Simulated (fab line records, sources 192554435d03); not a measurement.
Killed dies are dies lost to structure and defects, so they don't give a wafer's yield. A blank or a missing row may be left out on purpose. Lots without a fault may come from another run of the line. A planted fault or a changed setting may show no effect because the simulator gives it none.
fab line records | flow n5_finfet | part 2 of 2: steps 5 to 6 of 6
record lots=23 wafers=69 last_day=17
route steps=1938 shown HKMG_FIN@447 MOL_CONTACT_COAG@527
lots that met no fault: from a run of the same line without faults
start_h: hours from the record's first day to the start of the lot's first wafer shown | wait_h: hours since the lot's step before | " the same as in the row above | L1.1+2: a row that stands for several wafers | - no value, or no start given | * or withheld: withheld | < > ~ a bound
route shown NAME@n: a module of which the file shows steps, and the number in the route of the first | usual: mean/standard deviation of fault-free wafers | same: alike in all rows | chamber/n: place in a boat | sites: the reading at each site | _std_site: their standard deviation | _edge_site: outer sites' mean less inner sites' | radius_mm: how far each site lies from the wafer's centre | mask NAME#n: copy n | behind: the tool/chamber that last shaped the wafer | hold: why the lot was held/for how many hours/how that ended | device: the transistor (n, p or np) that didn't switch | end of line: the same wafers' tests at the end of the route | a step without rows: its recipe alone | killed: dies lost to structure and defects at the first sort, not the wafer's yield | map: a wafer's dies, x killed, . not, _ none there
set.NAME: the setting as run; set.NAME@STEP: as run at that earlier step | model.NAME: the simulator's own value behind a step, which no gauge read
steps of the route over a sample of lots; a table a step, a row a wafer
services: from which hour (start_h, from the record's first day; less than 0 if before it) a tool's chamber was out of use, for how many hours, and why
## steps
# step N5_MOL_CONTACT_COAG_ETCH_110
# recipe chemistry=CF4/O2 target=Si target_depth_a=25 time_s=8 pressure_mtorr=100 source_w=200 bias_w=12 ion_energy_ev=60 Ar_flow_sccm=100 cf4_flow_sccm=100 O2_flow_sccm=10
# usual bias_w=12.01/0.036 drypump_motor_current_A=5.7/0.31 mfc_ar_sccm=99.97/0.3 oes_product_au=0.75/0.065 rf_vpp_V=127.1/2.9 showerhead_plenum_p_Torr=2.24/0.075 throttle_valve_pct=10.86/0.22
# columns lot.wafer tool chamber start_h wait_h bias_w drypump_motor_current_A mfc_ar_sccm oes_product_au rf_hours_counter_h rf_vpp_V showerhead_plenum_p_Torr throttle_valve_pct
L074.2 rie_diel-02 1 86.80 0.0 11.99 5.9 100.20 0.75 181 130.0 2.30 10.99
L074.3 " 2 " " 12.03 5.4 100.15 0.76 189 127.8 2.21 10.81
L074.5 " 1 " " 11.95 5.9 99.93 0.75 - 129.8 2.31 10.99
L075.2 rie_diel-03 2 91.39 0.0 12.01 6.1 100.26 0.73 193 126.0 2.22 10.75
L075.3 " 3 " " 12.02 5.9 100.29 0.90 22 129.5 2.36 10.47
L075.4 " 0 " " 12.05 5.5 99.85 0.80 119 127.2 2.15 10.73
L076.1 rie_diel-03 2 101.12 0.0 12.04 6.1 100.33 0.72 195 124.3 2.22 10.77
L076.2 " 1 " " 12.05 5.3 100.07 0.74 162 122.4 2.30 10.76
L076.5 " 2 " " 12.09 6.1 100.11 0.72 - 126.0 2.22 10.77
L077.1 rie_diel-03 2 108.75 0.0 11.99 6.1 99.99 0.72 198 124.6 2.22 10.78
L077.2 " 0 " " 11.98 5.5 99.79 0.80 124 125.7 2.15 10.75
L077.3 " 1 " " 11.99 5.3 100.05 0.73 165 124.0 2.30 10.78
L078.2 rie_diel-03 2 110.63 0.0 11.96 6.1 99.27 0.72 199 125.2 2.22 10.77
L078.3 " 3 " " 12.04 5.9 99.85 0.89 28 127.6 2.35 10.48
L078.6 " 0 " " 12.00 5.6 99.95 0.80 - 125.5 2.15 10.74
L079.1 rie_diel-03 0 116.45 0.0 11.99 5.5 99.71 0.79 128 125.7 2.14 10.75
L079.4 " 3 " " 12.04 5.9 100.23 0.88 31 128.9 2.35 10.49
L079.5 " 2 " " 12.01 6.1 100.16 0.71 - 125.5 2.22 10.79
L080.2 rie_diel-06 2 125.78 0.0 12.02 6.3 100.11 0.72 235 126.3 2.12 11.14
L080.3 " 0 " " 12.03 5.8 99.39 0.76 156 126.2 2.31 10.85
L080.6 " 2 " " 12.01 6.3 100.27 0.71 - 125.5 2.12 11.15
L081.1 rie_diel-02 1 129.32 0.0 12.02 5.9 100.17 0.73 195 130.3 2.30 11.05
L081.3 " 3 " " 12.00 5.6 100.09 0.75 190 127.9 2.21 11.22
L081.6 " 0 " " 12.02 5.6 99.97 0.70 - 128.4 2.22 10.87
L082.2 rie_diel-06 1 134.18 0.0 11.98 5.5 99.99 0.74 186 133.4 2.21 11.07
L082.3 " 2 " " 11.97 6.3 100.73 0.72 238 125.6 2.12 11.14
L082.5 " 1 " " 12.01 5.4 100.46 0.74 - 132.5 2.21 11.05
L083.1 rie_diel-02 1 140.40 0.0 11.98 5.9 99.92 0.74 199 127.9 2.30 11.05
L083.2 " 0 " " 12.00 5.6 99.62 0.69 204 128.5 2.22 10.91
L083.6 " 2 " " 12.02 5.3 99.27 0.74 - 127.9 2.21 10.87
L084.2 rie_diel-03 2 150.43 0.0 12.05 6.1 100.25 0.71 211 125.0 2.21 10.81
L084.3 " 1 " " 11.98 5.3 99.29 0.73 178 121.1 2.30 10.81
L084.6 " 3 " " 12.04 5.9 100.07 0.87 - 129.1 2.35 10.52
L085.1 rie_diel-06 2 153.91 0.0 12.05 6.3 100.05 0.70 246 124.5 2.12 11.17
L085.2 " 1 " " 11.97 5.4 100.55 0.73 195 132.6 2.21 11.07
L085.3 " 3 " " 12.03 5.2 99.93 0.75 157 126.2 2.13 10.60
L086.3 rie_diel-06 2 163.47 0.0 12.01 6.3 100.04 0.70 249 123.8 2.11 11.18
L086.5 " 0 " " 11.99 5.8 99.90 0.74 - 125.5 2.30 10.87
L086.6 " 1 " " 11.99 5.4 100.13 0.73 - 132.7 2.21 11.09
L087.3 rie_diel-06 1 168.24 0.0 11.95 5.4 100.00 0.74 200 134.0 2.21 11.09
L087.4 " 3 " " 12.06 5.2 99.76 0.74 - 126.7 2.13 10.61
L087.5 " 0 " " 12.01 5.8 99.87 0.75 - 125.3 2.30 10.88
L088.1 rie_diel-03 0 171.24 0.0 11.99 5.5 100.03 0.78 146 125.4 2.14 10.80
L088.4 " 1 " " 12.02 5.3 99.81 0.72 186 123.3 2.30 10.86
L088.5 " 1 " " 12.02 5.3 99.77 0.72 - 122.1 2.30 10.85
L089.1 rie_diel-03 2 177.63 0.0 12.03 6.1 100.49 0.70 220 124.2 2.21 10.84
L089.2 " 0 " " 12.01 5.5 99.98 0.77 148 125.1 2.14 10.80
L089.6 " 1 " " 12.03 5.3 100.15 0.72 - 121.4 2.29 10.86
L090.3 rie_diel-02 2 183.11 0.0 12.00 5.4 100.00 0.73 226 128.4 2.20 10.92
L090.4 " 3 " " 12.00 5.6 99.62 0.74 211 126.9 2.20 11.30
L090.5 " 1 " " 12.08 5.9 100.05 0.73 - 129.4 2.29 11.07
L091.2 rie_diel-06 3 190.21 0.0 12.02 5.3 99.61 0.73 173 124.3 2.13 10.65
L091.3 " 0 " " 12.01 5.8 99.93 0.73 184 125.8 2.30 10.92
L091.6 " 3 " " 11.99 5.2 99.68 0.73 - 125.8 2.13 10.66
L093.1 rie_diel-06 0 202.31 0.0 12.03 5.8 99.93 0.73 188 125.6 2.30 10.92
L093.2 " 2 " " 11.97 6.3 99.73 0.97 3 127.6 2.37 10.46
L093.5 " 2 " " 12.02 6.3 99.31 0.97 - 128.7 2.37 10.46
L094.1 rie_diel-03 2 205.56 0.0 12.03 6.1 99.78 0.70 231 123.5 2.21 10.87
L094.2 " 3 " " 11.98 5.9 99.56 0.84 60 128.9 2.34 10.57
L094.4 " 1 " " 12.02 5.3 100.34 0.71 199 120.7 2.29 10.89
L095.1 rie_diel-02 1 213.03 0.0 11.97 5.8 100.21 0.73 225 128.7 2.29 11.11
L095.3 " 2 " " 11.95 5.4 99.87 0.72 238 128.1 2.20 10.94
L095.6 " 1 " " 12.02 5.9 99.74 0.72 - 128.9 2.29 11.12
L096.2 rie_diel-02 3 220.09 0.0 11.98 5.6 100.07 0.72 222 126.6 2.20 11.35
L096.5 " 2 " " 12.02 5.4 99.76 0.71 - 127.5 2.20 10.96
L096.6 " 3 " " 11.90 5.6 100.31 0.72 - 126.8 2.20 11.33
L097.1 rie_diel-06 3 225.92 0.0 12.05 5.2 99.65 0.72 184 125.0 2.12 10.69
L097.4 " 2 " " 11.96 6.2 99.98 0.94 11 127.0 2.37 10.46
L097.6 " 1 " " 11.96 5.4 99.89 0.71 - 132.2 2.20 11.14
# step N5_MOL_CONTACT_COAG_STRIP_98
# recipe chemistry=N2/H2 power_w=500 temp_c=40 pressure_mtorr=50 rf_frequency_hz=6e+07 overash_fraction=0.3 bias_power_w=8 h2_frac=0.5 n2_flow_sccm=300 h2_flow_sccm=300
# usual drypump_motor_current_A=5.7/0.32 oes_product_au=0.75/0.068 rf_vpp_V=54.2/1.5 showerhead_plenum_p_Torr=3.38/0.12 throttle_valve_pct=19.11/0.29
# columns lot.wafer tool chamber start_h wait_h drypump_motor_current_A oes_product_au rf_hours_counter_h rf_vpp_V showerhead_plenum_p_Torr throttle_valve_pct
L074.2 rie_diel-02 1 86.85 0.0 5.9 0.74 181 51.2 3.48 19.49
L074.3 " 2 " " 5.4 0.75 189 54.0 3.35 18.76
L074.5 " 1 " " 5.9 0.74 - 51.9 3.48 19.45
L075.2 rie_diel-03 2 91.44 0.0 6.1 0.72 193 53.2 3.34 19.30
L075.3 " 3 " " 5.9 0.90 22 55.0 3.57 19.04
L075.4 " 0 " " 5.6 0.80 119 54.8 3.26 19.50
L076.1 rie_diel-03 2 101.17 0.0 6.1 0.72 195 51.7 3.34 19.26
L076.2 " 1 " " 5.3 0.72 162 56.0 3.49 19.00
L076.5 " 2 " " 6.1 0.72 - 52.3 3.34 19.28
L077.1 rie_diel-03 2 108.80 0.0 6.1 0.73 198 52.2 3.33 19.27
L077.2 " 0 " " 5.6 0.80 124 53.9 3.26 19.53
L077.3 " 1 " " 5.3 0.73 165 53.7 3.49 19.02
L078.2 rie_diel-03 2 110.68 0.0 6.1 0.73 199 54.8 3.33 19.28
L078.3 " 3 " " 5.9 0.89 28 55.2 3.56 19.01
L078.6 " 0 " " 5.6 0.79 - 54.4 3.26 19.52
L079.1 rie_diel-03 0 116.50 0.0 5.5 0.79 128 54.0 3.26 19.52
L079.4 " 3 " " 5.9 0.89 31 57.7 3.56 19.05
L079.5 " 2 " " 6.1 0.73 - 53.9 3.33 19.27
L080.2 rie_diel-06 2 125.83 0.0 6.3 0.71 235 52.9 3.19 19.01
L080.3 " 0 " " 5.8 0.75 156 55.2 3.51 19.06
L080.6 " 2 " " 6.3 0.71 - 54.9 3.19 19.02
L081.1 rie_diel-02 1 129.37 0.0 5.9 0.72 195 55.0 3.47 19.49
L081.3 " 3 " " 5.6 0.74 190 53.0 3.33 19.30
L081.6 " 0 " " 5.6 0.69 - 55.9 3.32 18.63
L082.2 rie_diel-06 1 134.23 0.0 5.5 0.75 186 56.0 3.35 19.28
L082.3 " 2 " " 6.3 0.71 238 53.7 3.18 19.01
L082.5 " 1 " " 5.4 0.75 - 54.4 3.35 19.27
L083.1 rie_diel-02 1 140.45 0.0 5.9 0.73 199 52.8 3.47 19.47
L083.2 " 0 " " 5.6 0.70 204 54.5 3.32 18.62
L083.6 " 2 " " 5.4 0.73 - 55.6 3.34 18.80
L084.2 rie_diel-03 2 150.48 0.0 6.2 0.71 211 54.5 3.33 19.33
L084.3 " 1 " " 5.3 0.71 178 52.9 3.48 19.03
L084.6 " 3 " " 5.9 0.87 - 56.3 3.56 19.06
L085.1 rie_diel-06 2 153.96 0.0 6.2 0.69 246 55.1 3.18 19.04
L085.2 " 1 " " 5.4 0.75 195 54.8 3.34 19.30
L085.3 " 3 " " 5.2 0.77 157 53.3 3.22 18.71
L086.3 rie_diel-06 2 163.51 0.0 6.3 0.69 249 54.9 3.18 19.00
L086.5 " 0 " " 5.8 0.74 - 55.2 3.50 19.03
L086.6 " 1 " " 5.5 0.75 - 53.2 3.34 19.29
L087.3 rie_diel-06 1 168.29 0.0 5.5 0.74 200 53.0 3.34 19.30
L087.4 " 3 " " 5.3 0.75 - 51.7 3.22 18.73
L087.5 " 0 " " 5.8 0.73 - 54.0 3.50 19.05
L088.1 rie_diel-03 0 171.28 0.0 5.6 0.77 146 52.3 3.25 19.58
L088.4 " 1 " " 5.3 0.71 186 53.8 3.47 19.08
L088.5 " 1 " " 5.3 0.71 - 52.4 3.47 19.01
L089.1 rie_diel-03 2 177.68 0.0 6.2 0.70 220 55.6 3.32 19.32
L089.2 " 0 " " 5.6 0.77 148 50.5 3.25 19.56
L089.6 " 1 " " 5.3 0.70 - 54.1 3.47 19.02
L090.3 rie_diel-02 2 183.15 0.0 5.4 0.72 226 55.7 3.33 18.80
L090.4 " 3 " " 5.6 0.72 211 54.8 3.32 19.36
L090.5 " 1 " " 5.9 0.72 - 52.9 3.46 19.49
L091.2 rie_diel-06 3 190.26 0.0 5.3 0.75 173 53.4 3.21 18.78
L091.3 " 0 " " 5.8 0.71 184 51.7 3.49 19.10
L091.6 " 3 " " 5.2 0.76 - 56.1 3.21 18.75
L093.1 rie_diel-06 0 202.36 0.0 5.8 0.73 188 54.2 3.49 19.09
L093.2 " 2 " " 6.3 0.97 3 55.7 3.58 18.56
L093.5 " 2 " " 6.3 0.96 - 55.9 3.58 18.56
L094.1 rie_diel-03 2 205.61 0.0 6.1 0.70 231 56.9 3.32 19.35
L094.2 " 3 " " 5.9 0.86 60 55.5 3.55 19.07
L094.4 " 1 " " 5.3 0.69 199 55.1 3.47 19.07
L095.1 rie_diel-02 1 213.08 0.0 5.9 0.71 225 55.0 3.45 19.51
L095.3 " 2 " " 5.4 0.71 238 55.1 3.32 18.84
L095.6 " 1 " " 5.9 0.71 - 53.5 3.45 19.53
L096.2 rie_diel-02 3 220.14 0.0 5.6 0.73 222 54.5 3.31 19.43
L096.5 " 2 " " 5.4 0.71 - 52.5 3.32 18.84
L096.6 " 3 " " 5.6 0.72 - 53.9 3.31 19.38
L097.1 rie_diel-06 3 225.97 0.0 5.2 0.74 184 55.2 3.20 18.80
L097.4 " 2 " " 6.3 0.95 11 56.3 3.58 18.57
L097.6 " 1 " " 5.5 0.72 - 55.7 3.33 19.35
## services
# columns tool chamber start_h hours kind
rie_metal-02 - 56.25 2.8 pm
rie_diel-02 - 58.78 1.6 repair
cmp-01 - 62.62 4.0 pm
cmp-03 - 67.46 6.0 pm
rie_diel-02 2 69.19 10.5 repair
cmp-03 - 79.05 1.3 repair
cmp-01 - 86.09 5.9 pm
rie_metal-02 1 118.02 13.9 repair
rie_diel-06 3 119.33 22.6 repair
rie_diel-02 1 146.47 3.9 repair
plasma_asher-02 - 148.95 4.9 repair
cmp-04 - 167.18 0.8 repair
rie_metal-03 - 168.61 0.6 repair
cmp-03 - 169.80 1.1 repair
rie_metal-01 - 179.17 2.1 repair
cmp-03 - 183.45 1.4 repair
rie_diel-02 3 185.18 6.4 repair
plasma_asher-01 - 189.66 1.4 repair
cmp-04 - 194.39 0.8 repair
cmp-03 - 207.09 2.5 repair
cmp-03 - 217.92 4.0 pm
plasma_asher-01 - 222.73 15.6 pm
cmp-04 - 225.62 4.0 pm
rie_diel-03 3 225.89 3.9 repair
